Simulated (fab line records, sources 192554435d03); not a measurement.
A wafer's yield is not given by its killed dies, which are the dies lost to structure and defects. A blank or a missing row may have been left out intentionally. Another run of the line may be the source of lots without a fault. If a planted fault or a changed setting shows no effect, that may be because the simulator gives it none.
Struck lot and sound lot, side by side / flow n5 finfet / 36 out of 1938 route steps
Sound: wafers L871.1, L871.4, L871.6. Struck: wafer L860.4. (L860.1, L860.3 of the same lot were not struck and are left out.) The cause comes at the end.
At each step with rows: each side's tool, then ch and its chambers, then its first start. Under that, the readings that differ: sound wafers / struck wafers / difference of the means / sigmas: that difference in standard deviations of wafers without a fault.
alike: a reading whose means differ by less than 2 such deviations, as well as words and numbers matching on both sides. not compared: withheld readings; readings where some wafer has no value; bounds like >300 that might hide an equal value; numbers whose values overlap and for which the record gives no deviation.
The two part at a step that has a row with sigmas, a row that says differs or no value, or rows on one side only. Numbers that have no deviation but don't overlap get no sigmas and don't part them. A reading missing from all wafers of one side parts the sides only when that side holds two or more wafers.

first, 8 steps without rows for these wafers: N5_BEOL_M6_SPUTTER_48 (material Cu, target thk 10 nm, time 1.667 s); N5_BEOL_M6_ECD_50 (material Cu, target thk 300 nm); N5_BEOL_M6_ANNEAL_51 (time 90 s); N5_BEOL_M6_CMP_52 (polishes, stops on SiCOH lowk, t overpolish 6.9 s, target thk 80 nm); N5_BEOL_M6_PRE_CLEAN_55 (time 15 s); N5_BEOL_M6_DEP_56 (deposits SiCN from 3MS/NH3, target thk 10 nm, time 17.5 s); N5_BEOL_M7_ILD_DEP_00 (deposits SiCOH lowk from DEMS/porogen, target thk 179.75 nm, time 33.4 s); N5_BEOL_M7_CURE_74 (cures SiCOH lowk, time 240 s).
N5_BEOL_M7_PECVD_70: deposits SiO2 from TEOS/O2, target thk 20 nm, time 22.7 s.
  sound on pecvd-01 ch 1,2, day 14 04:46; struck on pecvd-04 ch 2, day 11 09:13
reading=susceptor temp C (C); sound=400.12 400.23 400.32; struck=391.37; difference=-8.85; sigmas=-40
reading=model.SiO2_of_BEOL_M7_PECVD_70.thk nm (nm); sound=19.8 20.2 20.2; struck=21.2; difference=+1.1; sigmas=
  alike: heater power w, showerhead plenum p Torr, throttle valve pct
then, 25 steps without rows for these wafers: N5_BEOL_M7_HM_DEP_02 (deposits TiN, target thk 20 nm); N5_BEOL_M7_COAT_59 (time 60 s, resist thk 100 nm); N5_BEOL_M7_COAT_60 (time 60 s, resist thk 35 nm); N5_BEOL_M7_COAT_05 (resist thk 90 nm); N5_BEOL_M7_EBR_07; N5_BEOL_M7_SOFTBAKE_06 (time 60 s); N5_BEOL_M7_EXPOSE_08 (exposes mask M7); N5_BEOL_M7_PEB_09 (peb time 60 s); N5_BEOL_M7_DEVELOP_10 (develop time 30 s); N5_BEOL_M7_DESCUM_16 (chemistry O2, time 7.9 s); N5_BEOL_M7_ETCH_61 (etches SiARC in CF4, target depth 45.5 nm, time 75.8 s); N5_BEOL_M7_ETCH_62 (etches SOC in N2/H2, target depth 110 nm, overetch 22 nm, time 165 s); N5_BEOL_M7_STRIP_68 (strips in N2/H2); N5_BEOL_M7_STRIP_67 (strips in CF4); N5_BEOL_M7_HM_OPEN_17 (chemistry Cl2/BCl3, target TiN, target depth 20 nm, overetch 6 nm); N5_BEOL_M7_STRIP_19 (strips in O2); N5_BEOL_M7_COAT_63 (time 60 s, resist thk 60 nm); N5_BEOL_M7_COAT_64 (time 60 s, resist thk 12 nm); N5_BEOL_M7_COAT_71 (time 60 s, resist thk 5 nm); N5_BEOL_M7_COAT_22 (resist thk 30 nm); N5_BEOL_M7_EBR_24; N5_BEOL_M7_SOFTBAKE_23 (time 60 s); N5_BEOL_M7_EXPOSE_25 (exposes mask V6, target cd 40 nm); N5_BEOL_M7_PEB_26 (peb time 60 s); N5_BEOL_M7_DEVELOP_27 (develop time 30 s).
N5_BEOL_M7_HM_STRIP_39: strips TiN in peroxide tin strip, target depth 25 nm, time 158 s.
  sound on wet bench-06 ch 1,3,6, day 14 10:31; struck on wet bench-06 ch 2, day 11 11:42
reading=model.SiO2_of_BEOL_M7_PECVD_70.thk nm (nm); sound=19.6 20 20; struck=21.2; difference=+1.3; sigmas=
N5_BEOL_M7_CMP_52: polishes, stops on SiCOH lowk, t overpolish 6.9 s, target thk 80 nm.
  sound on cmp-03 ch 0,1,2, day 14 13:24; struck on cmp-01 ch 0, day 11 13:38
reading=barrier field endpoint s (s); sound=27.5 28.1 28.5; struck=30.9; difference=+2.9; sigmas=+5
  alike: motor current A

== WHERE THEY PART ==
At N5_BEOL_M7_PECVD_70 first; at N5_BEOL_M7_CMP_52 last (within this record only).

WHY: the cause the simulator had injected
pecvd-04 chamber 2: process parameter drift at N5_BEOL_M7_PECVD_70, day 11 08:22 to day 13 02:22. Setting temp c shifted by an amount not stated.
